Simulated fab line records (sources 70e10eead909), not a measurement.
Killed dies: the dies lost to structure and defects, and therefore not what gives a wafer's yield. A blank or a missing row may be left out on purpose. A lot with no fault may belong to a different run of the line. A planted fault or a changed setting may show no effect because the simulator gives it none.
Matching of chambers	flow nand_harc	3 sister chambers for NHARC_P_CONTACT_DEP_30 on pecvd-03
The step deposits SiNx, target thk 30 nm. 22 wafers are shown with their chamber, then 11 later ones without.

== EACH WAFER AND ITS CHAMBER ==
wafer	chamber	heater_power_w (W)
L075.2	1	790
L075.3	2	585
L075.5	2	593
L080.2	1	781
L080.4	2	623
L080.5	0	735
L081.1	0	739
L081.4	0	743
L081.6	1	807
L082.2	1	815
L082.3	0	686
L082.4	2	612
L087.1	1	754
L087.3	2	659
L087.5	0	720
L088.1	2	647
L088.2	1	732
L088.4	0	623
L090.1	1	687
L090.4	0	701
L090.6	1	683
L089.2	1	682

SIGNATURES (averages over the wafers above)
reading	chamber 0	chamber 1	chamber 2	scatter within a chamber
heater_power_w	706.71	747.89	619.83	45
Rule: a wafer's distance from a chamber is the root of the sum, over the readings, of the square of ((its reading less the chamber's mean) divided by the reading's scatter). If the next closest chamber is less than 2 further off than the closest, the wafer can't be placed; otherwise it belongs to the closest. How the scatter is found: for the shown wafers, subtract from each reading the mean of its chamber, square and add these, divide the total by (wafers less chambers), then take the root.

== WAFERS MISSING THEIR CHAMBER ==
wafer	heater_power_w (W)
L089.4	629
L089.5	622
L091.1	742
L091.2	555
L091.3	824
L092.1	741
L092.3	804
L092.4	739
L093.1	775
L093.4	767
L093.5	643

== WHICH CHAMBER EACH ONE RAN IN ==
wafer	from the rows above	in truth
L089.4	can't be placed: 2 or 0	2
L089.5	can't be placed: 2 or 0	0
L091.1	can't be placed: 1 or 0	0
L091.2	can't be placed: 2 or 0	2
L091.3	can't be placed: 1 or 0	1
L092.1	can't be placed: 1 or 0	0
L092.3	can't be placed: 1 or 0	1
L092.4	can't be placed: 1 or 0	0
L093.1	can't be placed: 1 or 0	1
L093.4	can't be placed: 1 or 0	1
L093.5	can't be placed: 2 or 0 or 1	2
Correct placement for 0 of the 11. Not placeable from these rows: 11 (in 11, the candidates include the true chamber). 0 placed wrongly.
